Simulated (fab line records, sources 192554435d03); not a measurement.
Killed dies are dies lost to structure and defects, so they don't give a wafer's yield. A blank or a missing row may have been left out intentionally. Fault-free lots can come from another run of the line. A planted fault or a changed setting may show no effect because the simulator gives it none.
fab line records    flow n5-finfet    part 1 of 2: steps 1 to 4 of 6
record lots=22  wafers=66  last-day=19
route steps=1938 shown HKMG_FIN@405 GATE_CUT@473
lots that met no fault: from a run of the same line without faults
start-h: hours from the record's first day to the start of the lot's first wafer shown    wait-h: hours elapsed since this lot's preceding step    " repeats the value in the row above    L1.1+2: a row that stands for several wafers    - either no value or no given start    * or withheld: withheld    < > ~ a bound
route shown NAME@n: names a module that has steps shown in the file, with the first one's number in the route    usual: the fault-free wafers' mean and standard deviation    same: alike in all rows    chamber/n: place in a boat    sites: per-site readings    _std_site: standard deviation of those values    _edge_site: the outer-site mean with the inner-site mean subtracted    radius-mm: for every site, how far away it sits from the centre of the wafer    mask NAME#n: copy n    behind: the most recent tool/chamber to have shaped the wafer    hold: cause of the lot's hold/its duration in hours/its outcome    device: whichever transistor did not switch (one of n, p or np)    end of line: the route-end tests of the same wafers    a step without rows: its recipe alone    killed: dies that structure and defects cost at the first sort, which is not the same as the wafer's yield    map: the dies of a wafer, with x for killed, . for not killed, _ for no die there
set.NAME: the run value of the setting; set.NAME@STEP: its run value at that earlier step    model.NAME: the simulator's own value behind a step, which no gauge read
steps of the route over a sample of lots; a table a step, a row a wafer
services: the hour from which a tool's chamber was out of use, counted from the record's first day as start-h (under 0 if before that day), plus the number of hours and why
## steps
# step N5_HKMG_FIN_STRIP_57
# recipe chemistry=CF4  resist=SiARC  power-w=300  bias-power-w=75  pressure-mtorr=50  cf4-flow-sccm=150  rf-frequency-hz=6e+07
# usual cf4-flow-sccm=149.9/0.5  drypump-motor-current-A=5.5/0.37  oes-product-au=0.81/0.086  rf-vpp-V=271.3/1.7  showerhead-plenum-p-Torr=1.80/0.071  throttle-valve-pct=13.52/0.26
lot.wafer  tool         chamber  start-h  wait-h  cf4-flow-sccm  drypump-motor-current-A  oes-product-au  rf-hours-counter-h  rf-vpp-V  showerhead-plenum-p-Torr  throttle-valve-pct
L075.1     rie-diel-04  3        78.04    0.0     149.4          5.9                      0.69            233                 268.2     1.70                      14.00
L075.2     "            2        "        "       149.3          5.5                      0.85            54                  270.3     1.82                      13.17
L075.6     "            2        "        "       149.0          5.4                      0.84            -                   272.1     1.82                      13.17
L076.1     rie-diel-01  1        85.67    0.0     151.2          5.2                      0.71            221                 271.8     1.85                      13.80
L076.3     "            0        "        "       150.4          5.5                      0.68            234                 271.9     1.78                      13.88
L076.6     "            0        "        "       150.2          5.4                      0.69            -                   270.6     1.78                      13.89
L077.1     rie-diel-03  1        92.58    0.0     149.6          5.3                      0.93            12                  272.4     1.90                      13.06
L077.4     "            0        "        "       150.0          5.4                      0.78            110                 269.9     1.74                      13.55
L077.5     "            1        "        "       150.2          5.3                      0.93            -                   273.5     1.90                      13.04
L078.1     rie-diel-03  2        94.24    0.0     149.9          5.5                      0.78            98                  270.1     1.72                      13.53
L078.3     "            0        "        "       150.4          5.3                      0.78            111                 270.2     1.74                      13.56
L078.5     "            2        "        "       149.9          5.5                      0.77            -                   269.3     1.72                      13.54
L079.1     rie-diel-01  0        106.78   0.0     150.2          5.4                      0.68            243                 269.4     1.77                      13.91
L079.4     "            3        "        "       150.5          5.0                      0.98            2                   271.5     1.84                      13.27
L079.6     "            2        "        "       151.1          6.0                      0.71            -                   268.5     1.71                      13.80
L081.1     rie-diel-01  3        115.62   0.0     148.9          4.9                      0.95            5                   272.8     1.84                      13.27
L081.3     "            2        "        "       150.8          6.0                      0.70            212                 270.2     1.71                      13.81
L081.6     "            3        "        "       149.6          4.9                      0.95            -                   272.4     1.84                      13.29
L082.2     rie-diel-03  2        123.28   0.0     149.5          5.6                      0.77            105                 269.7     1.72                      13.56
L082.4     "            1        "        "       149.1          5.3                      0.91            20                  272.9     1.89                      13.07
L082.5     "            3        "        "       149.5          5.4                      0.81            -                   274.5     1.90                      13.44
L083.1     rie-diel-03  3        128.38   0.0     150.1          5.5                      0.81            74                  272.8     1.90                      13.46
L083.4     "            0        "        "       150.1          5.3                      0.77            120                 269.7     1.74                      13.57
L083.5     "            2        "        "       150.5          5.6                      0.76            -                   270.9     1.72                      13.55
L084.1     rie-diel-01  1        136.05   0.0     150.2          5.2                      0.69            241                 273.6     1.85                      13.85
L084.5     "            2        "        "       148.7          5.9                      0.69            -                   268.8     1.71                      13.83
L084.6     "            1        "        "       149.9          5.2                      0.69            -                   272.2     1.85                      13.84
L085.1     rie-diel-01  2        140.36   0.0     150.2          5.9                      0.69            222                 268.9     1.71                      13.82
L085.4     "            1        "        "       150.1          5.2                      0.70            -                   272.3     1.85                      13.84
L085.5     "            2        "        "       149.9          5.9                      0.69            -                   270.1     1.71                      13.82
L086.1     rie-diel-01  1        142.66   0.0     149.9          5.2                      0.69            245                 271.4     1.85                      13.85
L086.2     "            3        "        "       149.7          5.0                      0.92            16                  272.0     1.84                      13.30
L086.4     "            1        "        "       149.9          5.2                      0.68            -                   272.3     1.85                      13.85
L087.1     rie-diel-03  3        152.28   0.0     150.1          5.5                      0.80            82                  273.2     1.90                      13.46
L087.5     "            2        "        "       150.0          5.6                      0.75            -                   269.6     1.72                      13.59
L087.6     "            1        "        "       150.3          5.3                      0.88            -                   273.5     1.89                      13.08
L088.2     rie-diel-04  1        158.17   0.0     149.9          6.5                      0.86            43                  271.4     1.77                      13.73
L088.3     "            2        "        "       150.0          5.4                      0.82            86                  270.8     1.81                      13.22
L088.5     "            3        "        "       150.5          5.8                      0.96            -                   275.0     1.91                      13.45
L089.1     rie-diel-03  2        164.13   0.0     150.1          5.6                      0.75            119                 270.8     1.72                      13.59
L089.3     "            1        "        "       150.4          5.3                      0.88            31                  272.6     1.89                      13.08
L089.4     "            0        "        "       149.5          5.4                      0.77            128                 269.7     1.74                      13.58
L090.4     rie-diel-01  0        170.17   0.0     149.8          5.5                      0.90            -                   271.0     1.77                      13.38
L090.5     "            2        "        "       149.9          5.9                      0.69            -                   269.7     1.71                      13.85
L090.6     "            3        "        "       149.8          5.0                      0.90            -                   272.6     1.83                      13.33
L091.1     rie-diel-03  0        172.98   0.0     150.0          5.3                      0.76            131                 269.1     1.73                      13.59
L091.2     "            2        "        "       150.4          5.6                      0.75            121                 268.8     1.72                      13.60
L091.4     "            3        "        "       149.5          5.4                      0.79            89                  272.5     1.89                      13.48
L092.4     rie-diel-01  1        179.89   0.0     150.7          5.2                      0.93            2                   271.9     1.85                      13.33
L092.5     "            0        "        "       150.1          5.4                      0.89            -                   270.7     1.77                      13.40
L092.6     "            3        "        "       149.3          5.0                      0.89            -                   271.6     1.83                      13.34
L093.2     rie-diel-04  1        186.40   0.0     150.4          6.5                      0.84            54                  269.7     1.77                      13.77
L093.3     "            2        "        "       150.3          5.4                      0.81            97                  272.5     1.80                      13.27
L093.5     "            3        "        "       149.6          5.9                      0.91            -                   273.2     1.91                      13.47
L094.1     rie-diel-01  1        193.29   0.0     150.9          5.3                      0.91            6                   272.5     1.84                      13.34
L094.2     "            2        "        "       150.3          5.9                      0.69            246                 268.5     1.70                      13.89
L094.3     "            3        "        "       149.9          5.0                      0.88            35                  271.8     1.83                      13.34
L095.1     rie-diel-03  1        197.50   0.0     150.3          5.3                      0.86            40                  274.9     1.89                      13.11
L095.3     "            0        "        "       149.3          5.4                      0.75            137                 270.7     1.73                      13.62
L095.5     "            1        "        "       149.4          5.3                      0.87            -                   273.1     1.89                      13.10
L096.1     rie-diel-04  1        205.40   0.0     150.0          6.5                      0.84            61                  270.2     1.76                      13.77
L096.5     "            1        "        "       150.1          6.5                      0.83            -                   269.8     1.76                      13.79
L096.6     "            2        "        "       150.1          5.4                      0.79            -                   272.4     1.80                      13.26
L097.1     rie-diel-03  0        212.45   0.0     149.6          5.4                      0.76            141                 270.8     1.73                      13.62
L097.3     "            2        "        "       149.8          5.5                      0.74            132                 269.2     1.71                      13.62
L097.5     "            2        "        "       149.6          5.5                      0.74            -                   270.1     1.71                      13.60
# step N5_HKMG_FIN_CD_MEAS_12
# recipe target-cd-nm=92.8  landing-energy-ev=500  detector=se-inlens
# usual cd-nm=93.4/0.78
lot.wafer  tool       chamber  start-h  wait-h  cd-nm
L075.1     cd-sem-03  0        81.07    -       92.6
L075.2     "          0        "        "       92.3
L075.6     "          0        "        "       93.0
L076.1     cd-sem-02  0        88.68    -       94.3
L076.3     "          0        "        "       94.4
L076.6     "          0        "        "       93.7
L077.1     cd-sem-03  0        95.45    -       92.4
L077.4     "          0        "        "       94.1
L077.5     "          0        "        "       93.1
L078.1     cd-sem-03  0        97.24    -       93.1
L078.3     "          0        "        "       93.5
L078.5     "          0        "        "       93.0
L079.1     cd-sem-03  0        109.91   -       93.6
L079.4     "          0        "        "       93.7
L079.6     "          0        "        "       94.4
L081.1     cd-sem-02  0        118.50   -       94.5
L081.3     "          0        "        "       95.0
L081.6     "          0        "        "       94.2
L082.2     cd-sem-03  0        126.16   -       92.3
L082.4     "          0        "        "       92.0
L082.5     "          0        "        "       92.1
L083.1     cd-sem-02  0        131.26   -       93.4
L083.4     "          0        "        "       92.5
L083.5     "          0        "        "       93.0
L084.1     cd-sem-01  0        138.92   -       93.3
L084.5     "          0        "        "       93.3
L084.6     "          0        "        "       93.6
L085.1     cd-sem-01  0        143.49   -       92.7
L085.4     "          0        "        "       94.6
L085.5     "          0        "        "       94.1
L086.1     cd-sem-01  0        145.86   -       93.6
L086.2     "          0        "        "       93.7
L086.4     "          0        "        "       93.3
L087.1     cd-sem-03  0        155.43   -       93.3
L087.5     "          0        "        "       94.5
L087.6     "          0        "        "       94.6
L088.2     cd-sem-02  0        161.05   -       92.6
L088.3     "          0        "        "       93.3
L088.5     "          0        "        "       94.4
L089.1     cd-sem-02  0        167.17   -       94.4
L089.3     "          0        "        "       93.7
L089.4     "          0        "        "       94.4
L090.4     cd-sem-02  0        173.27   -       93.2
L090.5     "          0        "        "       92.8
L090.6     "          0        "        "       93.9
L091.1     cd-sem-02  0        176.04   -       93.1
L091.2     "          0        "        "       93.9
L091.4     "          0        "        "       93.6
L092.4     cd-sem-03  0        182.96   -       93.6
L092.5     "          0        "        "       93.9
L092.6     "          0        "        "       92.4
L093.2     cd-sem-03  0        189.48   -       93.9
L093.3     "          0        "        "       94.1
L093.5     "          0        "        "       94.6
L094.1     cd-sem-01  0        196.41   -       92.8
L094.2     "          0        "        "       93.4
L094.3     "          0        "        "       93.9
L095.1     cd-sem-01  0        200.68   -       92.1
L095.3     "          0        "        "       91.4
L095.5     "          0        "        "       92.5
L096.1     cd-sem-01  0        208.47   -       92.5
L096.5     "          0        "        "       92.8
L096.6     "          0        "        "       93.2
L097.1     cd-sem-03  0        215.50   -       94.8
L097.3     "          0        "        "       93.7
L097.5     "          0        "        "       93.3
# step N5_HKMG_FIN_ETCH_35
# recipe chemistry=N2/H2  target=SOC  target-depth-a=2158  ion-energy-ev=65  bias-w=5  source-w=3000  time-s=243.4  pressure-mtorr=30  n2-flow-sccm=200  h2-flow-sccm=200
# usual drypump-motor-current-A=5.5/0.36  h2-flow-sccm=199.9/0.55  oes-product-au=0.82/0.098  rf-vpp-V=141.5/1.1  showerhead-plenum-p-Torr=2.54/0.098  throttle-valve-pct=17.76/0.25
lot.wafer  tool         chamber  start-h  wait-h  drypump-motor-current-A  h2-flow-sccm  oes-product-au  rf-hours-counter-h  rf-vpp-V  showerhead-plenum-p-Torr  throttle-valve-pct
L075.1     rie-diel-04  3        81.46    0.0     5.9                      199.6         0.70            235                 140.3     2.40                      18.23
L075.2     "            0        "        "       5.1                      199.6         0.71            227                 140.1     2.49                      17.94
L075.6     "            2        "        "       5.4                      200.0         0.84            -                   143.2     2.58                      17.37
L076.1     rie-diel-03  3        89.27    0.0     5.5                      200.1         0.81            63                  142.7     2.69                      17.61
L076.3     "            2        "        "       5.6                      200.0         0.79            96                  139.2     2.47                      17.94
L076.6     "            1        "        "       5.4                      200.3         0.97            -                   143.1     2.69                      17.34
L077.1     rie-diel-03  0        95.84    0.0     5.3                      200.3         0.79            111                 140.3     2.46                      17.76
L077.4     "            2        "        "       5.6                      199.7         0.80            99                  141.2     2.47                      17.95
L077.5     "            3        "        "       5.5                      199.5         0.81            -                   142.1     2.69                      17.61
L078.1     rie-diel-03  3        97.63    0.0     5.5                      199.6         0.80            66                  141.6     2.69                      17.63
L078.3     "            0        "        "       5.4                      200.7         0.78            112                 141.6     2.46                      17.77
L078.5     "            2        "        "       5.6                      198.8         0.78            -                   140.1     2.47                      17.95
L079.1     rie-diel-01  3        110.35   0.0     4.9                      200.2         0.98            4                   141.8     2.59                      17.47
L079.4     "            2        "        "       6.0                      199.1         0.70            211                 139.4     2.41                      18.00
L079.6     "            2        "        "       6.0                      199.7         0.70            -                   140.9     2.41                      17.97
L081.1     rie-diel-01  2        118.89   0.0     5.9                      199.8         0.70            214                 140.2     2.41                      18.00
L081.3     "            0        "        "       5.5                      199.5         0.66            248                 141.5     2.49                      18.06
L081.6     "            0        "        "       5.5                      200.7         0.67            -                   140.9     2.49                      18.10
L082.2     rie-diel-03  2        126.55   0.0     5.6                      198.0         0.78            106                 141.5     2.46                      17.95
L082.4     "            3        "        "       5.5                      199.3         0.80            74                  140.7     2.69                      17.62
L082.5     "            0        "        "       5.4                      200.1         0.78            -                   140.2     2.46                      17.77
L083.1     rie-diel-01  3        131.65   0.0     4.9                      199.6         0.96            11                  142.7     2.59                      17.46
L083.4     "            2        "        "       6.0                      199.9         0.70            -                   142.2     2.40                      18.01
L083.5     "            3        "        "       4.9                      200.2         0.97            -                   142.6     2.59                      17.48
L084.1     rie-diel-01  2        139.31   0.0     5.9                      199.0         0.70            221                 141.3     2.40                      18.01
L084.5     "            2        "        "       6.0                      200.0         0.70            -                   139.2     2.40                      18.02
L084.6     "            1        "        "       5.3                      200.3         0.70            -                   141.3     2.62                      17.99
L085.1     rie-diel-03  2        143.88   0.0     5.6                      200.3         0.79            112                 139.4     2.46                      17.97
L085.4     "            3        "        "       5.5                      199.5         0.81            -                   142.0     2.68                      17.64
L085.5     "            2        "        "       5.6                      200.0         0.78            -                   140.7     2.46                      17.99
L086.1     rie-diel-01  2        146.40   0.0     5.9                      200.3         0.69            226                 141.3     2.40                      18.01
L086.2     "            1        "        "       5.2                      199.7         0.69            247                 142.8     2.62                      18.00
L086.4     "            1        "        "       5.2                      200.4         0.69            -                   141.4     2.62                      18.00
L087.1     rie-diel-04  0        155.83   0.0     5.1                      200.3         0.68            257                 139.9     2.48                      18.00
L087.5     "            0        "        "       5.1                      200.0         0.68            -                   141.4     2.48                      18.00
L087.6     "            1        "        "       6.5                      200.6         0.89            -                   141.2     2.48                      18.09
L088.2     rie-diel-01  3        161.44   0.0     5.0                      200.2         0.94            23                  140.9     2.58                      17.51
L088.3     "            0        "        "       5.5                      198.7         0.93            6                   138.6     2.49                      17.68
L088.5     "            3        "        "       5.0                      200.2         0.94            -                   142.7     2.58                      17.49
L089.1     rie-diel-01  0        167.56   0.0     5.5                      199.9         0.91            9                   142.0     2.49                      17.67
L089.3     "            3        "        "       5.0                      199.5         0.93            26                  141.2     2.58                      17.50
L089.4     "            0        "        "       5.5                      199.7         0.91            -                   141.1     2.49                      17.69
L090.4     rie-diel-03  3        173.78   0.0     5.5                      200.5         0.77            89                  141.8     2.68                      17.67
L090.5     "            2        "        "       5.6                      200.0         0.77            -                   140.1     2.46                      18.01
L090.6     "            1        "        "       5.3                      200.2         0.91            -                   141.7     2.68                      17.38
L091.1     rie-diel-01  1        176.44   0.0     5.3                      199.6         0.98            0                   142.9     2.62                      17.60
L091.2     "            0        "        "       5.5                      199.4         0.90            13                  141.3     2.48                      17.69
L091.4     "            2        "        "       5.9                      200.9         0.68            239                 142.2     2.40                      18.04
L092.4     rie-diel-03  1        183.39   0.0     5.3                      199.6         0.90            37                  142.4     2.68                      17.40
L092.5     "            1        "        "       5.3                      199.5         0.91            -                   141.6     2.68                      17.38
L092.6     "            2        "        "       5.6                      199.5         0.77            -                   142.3     2.46                      18.00
L093.2     rie-diel-01  3        189.87   0.0     4.9                      200.3         0.92            34                  142.6     2.58                      17.51
L093.3     "            0        "        "       5.5                      198.7         0.89            19                  140.5     2.48                      17.69
L093.5     "            0        "        "       5.5                      200.2         0.90            -                   141.0     2.48                      17.69
L094.1     rie-diel-04  2        196.90   0.0     5.4                      199.7         0.80            100                 141.3     2.56                      17.45
L094.2     "            1        "        "       6.5                      199.4         0.87            58                  140.9     2.47                      18.11
L094.3     "            3        "        "       5.9                      200.5         0.92            15                  142.4     2.71                      17.89
L095.1     rie-diel-04  3        201.07   0.0     5.9                      199.5         0.92            17                  145.1     2.71                      17.88
L095.3     "            2        "        "       5.4                      199.3         0.79            102                 141.8     2.56                      17.45
L095.5     "            2        "        "       5.5                      201.3         0.79            -                   141.3     2.56                      17.43
L096.1     rie-diel-01  3        208.86   0.0     5.0                      199.8         0.90            39                  139.3     2.57                      17.52
L096.5     "            0        "        "       5.5                      199.9         0.89            -                   141.7     2.48                      17.72
L096.6     "            3        "        "       4.9                      200.8         0.90            -                   142.9     2.57                      17.52
L097.1     rie-diel-01  0        215.89   0.0     5.5                      199.5         0.88            27                  139.8     2.48                      17.72
L097.3     "            1        "        "       5.2                      199.9         0.91            14                  142.2     2.61                      17.65
L097.5     "            3        "        "       5.0                      199.3         0.91            -                   141.6     2.57                      17.52
# step N5_HKMG_FIN_ALD_71
# recipe material=TiN  target-thk-a=10  temp-c=400  ald-precursor-family=TiCl4  ald-co-reactant=NH3  pulse-time-s=1  purge-time-s=3  co-reactant-purge-time-s=2  co-reactant-pulse-time-s=2  ald-cycles=47  pressure-torr=3
# usual heater-power-w=896/130  precursor-pulse-height-rel=1.002/0.02
# same co-reactant-pulse-time-s=2  purge-time-s=3
lot.wafer  tool          chamber  start-h  wait-h  heater-power-w  precursor-pulse-height-rel
L075.1     ald-metal-01  1        83.24    0.0     1178            1.039
L075.2     "             0        "        "       843             1.002
L075.6     "             3        "        "       813             1.026
L076.1     ald-metal-01  1        91.04    0.0     1172            1.014
L076.3     "             0        "        "       836             1.017
L076.6     "             2        "        "       1001            1.011
L077.1     ald-metal-03  3        97.67    0.0     840             0.994
L077.4     "             2        "        "       715             1.031
L077.5     "             0        "        "       1077            0.992
L078.1     ald-metal-02  0        99.38    0.0     870             0.955
L078.3     "             3        "        "       916             1.016
L078.5     "             2        "        "       869             1.005
L079.1     ald-metal-02  2        112.10   0.0     870             0.991
L079.4     "             1        "        "       1030            0.971
L079.6     "             1        "        "       995             0.996
L081.1     ald-metal-02  1        120.65   0.0     982             1.027
L081.3     "             0        "        "       854             1.011
L081.6     "             3        "        "       923             0.993
L082.2     ald-metal-01  2        128.31   0.0     989             0.987
L082.4     "             3        "        "       803             1.005
L082.5     "             1        "        "       1160            0.973
L083.1     ald-metal-03  0        133.48   0.0     1075            1.001
L083.4     "             3        "        "       820             1.002
L083.5     "             2        "        "       701             0.995
L084.1     ald-metal-03  2        141.08   0.0     706             0.989
L084.5     "             2        "        "       719             1.038
L084.6     "             3        "        "       811             0.997
L085.1     ald-metal-01  1        145.63   0.0     1158            1.014
L085.4     "             0        "        "       835             1.009
L085.5     "             2        "        "       994             1.043
L086.1     ald-metal-02  3        148.24   0.0     907             0.999
L086.2     "             0        "        "       840             0.996
L086.4     "             1        "        "       1013            0.999
L087.1     ald-metal-03  2        157.63   0.1     726             0.975
L087.5     "             2        "        "       725             1.015
L087.6     "             3        "        "       832             1.031
L088.2     ald-metal-03  1        163.20   0.0     855             1.004
L088.3     "             3        "        "       826             0.986
L088.5     "             1        "        "       833             1.008
L089.1     ald-metal-03  2        169.44   0.0     708             1.003
L089.3     "             0        "        "       1083            1.001
L089.4     "             1        "        "       829             0.997
L090.4     ald-metal-03  1        175.71   0.0     849             1.021
L090.5     "             3        "        "       833             0.990
L090.6     "             0        "        "       1095            1.002
L091.1     ald-metal-03  3        178.20   0.0     814             0.986
L091.2     "             2        "        "       696             1.027
L091.4     "             1        "        "       834             0.983
L092.4     ald-metal-02  3        185.14   0.0     914             0.998
L092.5     "             3        "        "       940             1.038
L092.6     "             0        "        "       860             0.933
L093.2     ald-metal-01  1        191.62   0.0     1160            0.994
L093.3     "             3        "        "       801             1.013
L093.5     "             3        "        "       792             0.995
L094.1     ald-metal-03  3        198.70   0.0     846             0.978
L094.2     "             1        "        "       851             1.020
L094.3     "             0        "        "       1068            1.024
L095.1     ald-metal-02  3        202.82   0.0     918             1.043
L095.3     "             2        "        "       877             1.012
L095.5     "             0        "        "       872             1.006
L096.1     ald-metal-02  2        210.60   0.0     846             1.012
L096.5     "             2        "        "       852             0.963
L096.6     "             1        "        "       1000            1.009
L097.1     ald-metal-03  0        217.64   0.0     1085            1.022
L097.3     "             2        "        "       699             0.990
L097.5     "             3        "        "       841             1.011
